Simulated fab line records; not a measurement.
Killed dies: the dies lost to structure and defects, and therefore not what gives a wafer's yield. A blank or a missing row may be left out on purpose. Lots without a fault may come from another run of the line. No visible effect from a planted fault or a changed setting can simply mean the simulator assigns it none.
Chamber matching	flow n5Finfet	4 sister chambers for N5_BEOL_M5_ALD_86 on aldMetal-04
The step deposits TaN, pulse time 2 s, purge time 3 s, co reactant purge time 2 s. 16 wafers are shown with their chamber, then 8 later ones without.

== WAFERS PAIRED WITH THEIR CHAMBERS ==
wafer	chamber	heaterPowerW (W)
L075.1	3	473
L075.3	0	470
L075.5	0	490
L079.1	3	462
L079.3	2	425
L079.5	1	377
L080.2	1	387
L080.3	3	455
L080.6	3	460
L087.2	1	376
L087.3	0	479
L087.5	0	481
L090.1	2	429
L090.5	1	385
L090.6	2	426
L094.2	0	476

SIGNATURES (means of the wafers above)
reading	chamber 0	chamber 1	chamber 2	chamber 3	scatter within a chamber
heaterPowerW	479.20	381.25	426.67	462.50	6.38
Rule: for a wafer and a chamber, the distance is found by dividing, reading by reading, the gap between the wafer's reading and the chamber's mean by the reading's scatter, squaring, summing and taking the root. The wafer belongs to the nearest chamber; if the next one is less than 2 further off, it can't be placed. The scatter: take each reading less its chamber's mean, square it, sum over the shown wafers, divide by the number of wafers less the number of chambers, and take the root.

== WAFERS WHOSE CHAMBER IS MISSING ==
wafer	heaterPowerW (W)
L094.5	362
L094.6	463
L093.3	482
L093.5	454
L093.6	437
L095.1	482
L095.2	383
L095.4	422

== THE CHAMBER EACH PASSED THROUGH ==
wafer	from the rows above	in truth
L094.5	1	1
L094.6	3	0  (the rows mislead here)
L093.3	0	0
L093.5	3	3
L093.6	2	2
L095.1	0	0
L095.2	1	1
L095.4	2	2
Correct placement for 7 of the 8. Left unplaced by these rows: 0. Placed wrongly: 1.
